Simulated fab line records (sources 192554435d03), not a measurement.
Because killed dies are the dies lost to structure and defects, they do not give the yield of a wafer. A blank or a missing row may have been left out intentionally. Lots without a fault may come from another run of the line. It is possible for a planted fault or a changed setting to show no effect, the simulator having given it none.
Which tool did it?    flow n5Finfet    12 lots, 31 wafers sampled, at 2 steps of a route of 1938

## WHAT THE GAUGES SHOWED, per wafer
N5_BEOL_M10_INSPECT_13: inspects for defects (brightfield). Usual: rawDefectCount 418, standard deviation 96.
lot   measured      on                rawDefectCount  flag
L940  day 10 10:53  defectInspect-01  320 332 386     
L939  day 10 13:34  defectInspect-02  481 391 442     
L941  day 11 12:07  defectInspect-02  412 522 414     
L944  day 11 22:32  defectInspect-02  645 513 544     
L945  day 12 06:16  defectInspect-02  616 676         
L943  day 12 09:44  defectInspect-01  358 470         
L946  day 12 14:25  defectInspect-02  415 365 517     
L949  day 13 01:17  defectInspect-02  429 367 348     
L948  day 13 01:27  defectInspect-02  406 274         
L947  day 13 03:40  defectInspect-02  491 357 456     
L959  day 15 16:23  defectInspect-01  316 349         
L960  day 16 15:37  defectInspect-02  375 526         

## TOOL THAT RAN EACH LOT (tool first, then ch and the chambers of the sampled wafers, then the start)
lot   N5_BEOL_M10_PECVD_70
L940  pecvd-02 ch 0,1, day 10 09:53
L939  pecvd-01 ch 0,1, day 10 12:44
L941  pecvd-02 ch 1,2, day 11 07:25
L944  pecvd-01 ch 1,2, day 11 18:33
L945  pecvd-03 ch 1, day 12 05:22
L943  pecvd-03 ch 0,1, day 12 08:19
L946  pecvd-02 ch 1,2, day 12 12:25
L949  pecvd-03 ch 0,2, day 13 00:23
L948  pecvd-02 ch 0,1, day 13 00:29
L947  pecvd-01 ch 0,2, day 13 01:53
L959  pecvd-01 ch 1,2, day 15 14:50
L960  pecvd-03 ch 2, day 16 13:27
- N5_BEOL_M10_PECVD_70: deposits SiO2 from TEOS/O2, target thk 20 nm, time 22.7 s.

## WHAT THE TOOLS THEMSELVES READ (means of the sampled wafers that have a number; where no wafer has one, the mark that the record gives instead)
N5_BEOL_M10_PECVD_70. Usual: heaterPowerW 708 W, standard deviation 52; showerheadPlenumPTorr 8.82 Torr, standard deviation 0.048; throttleValvePct 22.9 %, standard deviation 1.3.
lot   tool      heaterPowerW (W)  showerheadPlenumPTorr (Torr)  throttleValvePct (%)  flag
L940  pecvd-02  691               8.81                          23.9                  
L939  pecvd-01  799               8.87                          23.0                  
L941  pecvd-02  717               8.77                          22.5                  
L944  pecvd-01  632               8.82                          23.7                  
L945  pecvd-03  654               8.91                          21.9                  
L943  pecvd-03  704               8.85                          22.3                  
L946  pecvd-02  720               8.78                          22.4                  
L949  pecvd-03  751               8.77                          22.1                  
L948  pecvd-02  705               8.84                          23.5                  
L947  pecvd-01  715               8.84                          21.9                  
L959  pecvd-01  676               8.82                          23.6                  
L960  pecvd-03  737               8.76                          21.2                  

## THE ANSWER, worked out from the rows above alone
Rule: lot off if the mean of its wafers having a number is beyond 3 standard deviations from the usual mean. Also off: a lot with no number at a reading for which 4 or more lots have one. Where the step has rows for the other lots, those lots are counted as sound. After the gauges, taken in route order, come the tools' own readings; for these a lot's mean is taken, as printed above. The first step at which some lot is off is used, and at that step the reading that is off furthest; a lot without a number counts as furthest.
No lot is off at any reading shown: from this, nothing can be told.

## WHAT THE SIMULATOR HAD PUT IN
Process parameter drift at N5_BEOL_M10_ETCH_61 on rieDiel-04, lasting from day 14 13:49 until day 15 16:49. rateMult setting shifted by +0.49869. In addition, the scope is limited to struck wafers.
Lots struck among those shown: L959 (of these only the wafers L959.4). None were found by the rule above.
